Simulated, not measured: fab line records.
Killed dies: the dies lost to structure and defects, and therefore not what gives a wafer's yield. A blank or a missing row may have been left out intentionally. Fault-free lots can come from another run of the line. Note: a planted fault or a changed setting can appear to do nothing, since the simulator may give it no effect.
Split-lot study / flow n5-finfet / on a route of 1938 steps: 7 lots, 21 wafers read

## ON THE SPLIT
At N5_DUMMY_GATE_DESCUM_20 (chemistry O2, time 6.2 s), the setting time-s was moved away from the recipe's 6.2 s on 7 of the 21 wafers read, by -18.4% to +17.4%. For the rest of the wafers, this setting stayed at what the recipe calls for.

## FROM THE SPLIT TO THE READING: what the file shows between them, 1 step
- N5_DUMMY_GATE_ETCH_29: etches underlayer in N2/H2, target depth 13 nm

## THE READING
CAR-EUV_of_DUMMY_GATE_COAT_09.thk-nm (the simulator's own value, which no gauge read), in nm, at N5_DUMMY_GATE_ETCH_36 (etches SiARC in CF4, target depth 13 nm). The file gives no usual value for it. The 14 wafers here that ran the recipe average 11.4 nm, standard deviation 0.14 nm.

wafer=L075.1; tool, chamber at the split=rie-diel-04, 3; time-s as run, s=6.2; against the recipe=recipe; CAR-EUV_of_DUMMY_GATE_COAT_09.thk-nm, nm=11.4; against lot-mates on the recipe=-
wafer=L075.2; tool, chamber at the split=rie-diel-04, 1; time-s as run, s=6.2; against the recipe=recipe; CAR-EUV_of_DUMMY_GATE_COAT_09.thk-nm, nm=11.2; against lot-mates on the recipe=-
wafer=L075.6; tool, chamber at the split=rie-diel-04, 3; time-s as run, s=6.2; against the recipe=recipe; CAR-EUV_of_DUMMY_GATE_COAT_09.thk-nm, nm=11.6; against lot-mates on the recipe=-
wafer=L076.2; tool, chamber at the split=rie-diel-04, 3; time-s as run, s=5.057; against the recipe=-18.4%; CAR-EUV_of_DUMMY_GATE_COAT_09.thk-nm, nm=12; against lot-mates on the recipe=+0.8
wafer=L076.5; tool, chamber at the split=rie-diel-04, 3; time-s as run, s=5.057; against the recipe=-18.4%; CAR-EUV_of_DUMMY_GATE_COAT_09.thk-nm, nm=12; against lot-mates on the recipe=+0.8
wafer=L076.4; tool, chamber at the split=rie-diel-04, 1; time-s as run, s=6.2; against the recipe=recipe; CAR-EUV_of_DUMMY_GATE_COAT_09.thk-nm, nm=11.2; against lot-mates on the recipe=-
wafer=L079.1; tool, chamber at the split=rie-diel-04, 3,2; time-s as run, s=6.2; against the recipe=recipe; CAR-EUV_of_DUMMY_GATE_COAT_09.thk-nm, nm=11.4; against lot-mates on the recipe=-
wafer=L079.3; tool, chamber at the split=rie-diel-04, 3,2; time-s as run, s=6.2; against the recipe=recipe; CAR-EUV_of_DUMMY_GATE_COAT_09.thk-nm, nm=11.4; against lot-mates on the recipe=-
wafer=L079.6; tool, chamber at the split=rie-diel-04, 3; time-s as run, s=6.2; against the recipe=recipe; CAR-EUV_of_DUMMY_GATE_COAT_09.thk-nm, nm=11.4; against lot-mates on the recipe=-
wafer=L081.2; tool, chamber at the split=rie-diel-04, 3; time-s as run, s=6.2; against the recipe=recipe; CAR-EUV_of_DUMMY_GATE_COAT_09.thk-nm, nm=11.4; against lot-mates on the recipe=-
wafer=L081.3; tool, chamber at the split=rie-diel-04, 1; time-s as run, s=5.523; against the recipe=-10.9%; CAR-EUV_of_DUMMY_GATE_COAT_09.thk-nm, nm=11.4; against lot-mates on the recipe=+0.0
wafer=L081.5; tool, chamber at the split=rie-diel-04, 3; time-s as run, s=5.523; against the recipe=-10.9%; CAR-EUV_of_DUMMY_GATE_COAT_09.thk-nm, nm=11.6; against lot-mates on the recipe=+0.2
wafer=L088.3; tool, chamber at the split=rie-diel-03, 2,1; time-s as run, s=6.2; against the recipe=recipe; CAR-EUV_of_DUMMY_GATE_COAT_09.thk-nm, nm=11.4; against lot-mates on the recipe=-
wafer=L088.6; tool, chamber at the split=rie-diel-03, 2,1; time-s as run, s=6.2; against the recipe=recipe; CAR-EUV_of_DUMMY_GATE_COAT_09.thk-nm, nm=11.4; against lot-mates on the recipe=-
wafer=L088.5; tool, chamber at the split=rie-diel-03, 2; time-s as run, s=5.529; against the recipe=-10.8%; CAR-EUV_of_DUMMY_GATE_COAT_09.thk-nm, nm=11.6; against lot-mates on the recipe=+0.2
wafer=L089.1; tool, chamber at the split=rie-diel-03, 1; time-s as run, s=6.2; against the recipe=recipe; CAR-EUV_of_DUMMY_GATE_COAT_09.thk-nm, nm=11.6; against lot-mates on the recipe=-
wafer=L089.4; tool, chamber at the split=rie-diel-03, 1; time-s as run, s=6.2; against the recipe=recipe; CAR-EUV_of_DUMMY_GATE_COAT_09.thk-nm, nm=11.6; against lot-mates on the recipe=-
wafer=L089.6; tool, chamber at the split=rie-diel-03, 0; time-s as run, s=7.276; against the recipe=+17.4%; CAR-EUV_of_DUMMY_GATE_COAT_09.thk-nm, nm=10.8; against lot-mates on the recipe=-0.8
wafer=L093.1; tool, chamber at the split=rie-diel-04, 1; time-s as run, s=5.138; against the recipe=-17.1%; CAR-EUV_of_DUMMY_GATE_COAT_09.thk-nm, nm=12; against lot-mates on the recipe=+0.6
wafer=L093.3; tool, chamber at the split=rie-diel-04, 3,0; time-s as run, s=6.2; against the recipe=recipe; CAR-EUV_of_DUMMY_GATE_COAT_09.thk-nm, nm=11.6; against lot-mates on the recipe=-
wafer=L093.4; tool, chamber at the split=rie-diel-04, 3,0; time-s as run, s=6.2; against the recipe=recipe; CAR-EUV_of_DUMMY_GATE_COAT_09.thk-nm, nm=11.2; against lot-mates on the recipe=-
The file does not say which wafer passed through which chamber wherever a row lists several chambers: such a row stands for several wafers.

THE FIT
A straight line over all 21 wafers: CAR-EUV_of_DUMMY_GATE_COAT_09.thk-nm changes by -0.0294 nm for each +1% of time-s; r = -0.86; the points scatter about the line by 0.15 nm.
The same after taking each lot's own level away (the mean of its wafers on the recipe; 21 wafers): -0.0372 nm for each +1%; r = -0.90; scatter 0.15 nm.
On that fit, the largest move of time-s shifts the reading by 0.69 nm.
Measured against the standard deviation above, the lots' own levels, which go from 11.20 to 11.60 nm, span 2.8 times it.
In other words, the slope is changed by the lot-to-lot level; the two fits disagree.
Check: for one of the wafers moved furthest among these (-18.4%), held out of the fit, the line's prediction against its lot-mates is +0.607 nm. Against them it came out at +0.8 nm.

## OTHER SPLITS ON THESE WAFERS
Before the reading, these wafers also passed through other splits. Each is held against what the fit with the lots' levels taken away leaves over:
other split on the same wafers=N5_ZERO_LAYER_ETCH_18 icp-w; wafers away from the commonest value=7; r with CAR-EUV_of_DUMMY_GATE_COAT_09.thk-nm (lot level and that fit taken away)=-0.17
other split on the same wafers=N5_PMOS_HMC_CHANNEL_EPI_HM_DEP_34 time-s; wafers away from the commonest value=5; r with CAR-EUV_of_DUMMY_GATE_COAT_09.thk-nm (lot level and that fit taken away)=+0.14
other split on the same wafers=N5_PMOS_HMC_CHANNEL_EPI_PEB_07 peb-time-s; wafers away from the commonest value=6; r with CAR-EUV_of_DUMMY_GATE_COAT_09.thk-nm (lot level and that fit taken away)=+0.37
other split on the same wafers=N5_FIN_SAQP_SPACER1_ALD_24 ald-cycles; wafers away from the commonest value=13; r with CAR-EUV_of_DUMMY_GATE_COAT_09.thk-nm (lot level and that fit taken away)=+0.06
other split on the same wafers=N5_FIN_CUT_EXPOSE_05 dose-mj; wafers away from the commonest value=4; r with CAR-EUV_of_DUMMY_GATE_COAT_09.thk-nm (lot level and that fit taken away)=-0.37

## THE WHOLE CHAIN: every reading that the file lists as answering this split, in the file's order
step=N5_DUMMY_GATE_DESCUM_20; what it does=chemistry O2, time 6.2 s; reading=CAR-EUV_of_DUMMY_GATE_COAT_09.thk-nm (the simulator's own value, which no gauge read); change (the file's fit)=-0.0317 nm for each +1% of the setting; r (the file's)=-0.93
step=N5_DUMMY_GATE_ETCH_29; what it does=etches underlayer in N2/H2, target depth 13 nm; reading=CAR-EUV_of_DUMMY_GATE_COAT_09.thk-nm (the simulator's own value, which no gauge read); change (the file's fit)=-0.0373 nm for each +1% of the setting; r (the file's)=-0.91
step=N5_DUMMY_GATE_ETCH_36; what it does=etches SiARC in CF4, target depth 13 nm; reading=CAR-EUV_of_DUMMY_GATE_COAT_09.thk-nm (the simulator's own value, which no gauge read); change (the file's fit)=-0.036 nm for each +1% of the setting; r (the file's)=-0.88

## THE FILE'S OWN FIT
CAR-EUV_of_DUMMY_GATE_COAT_09.thk-nm changes by -0.036 nm for each +1% of time-s, r = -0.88.
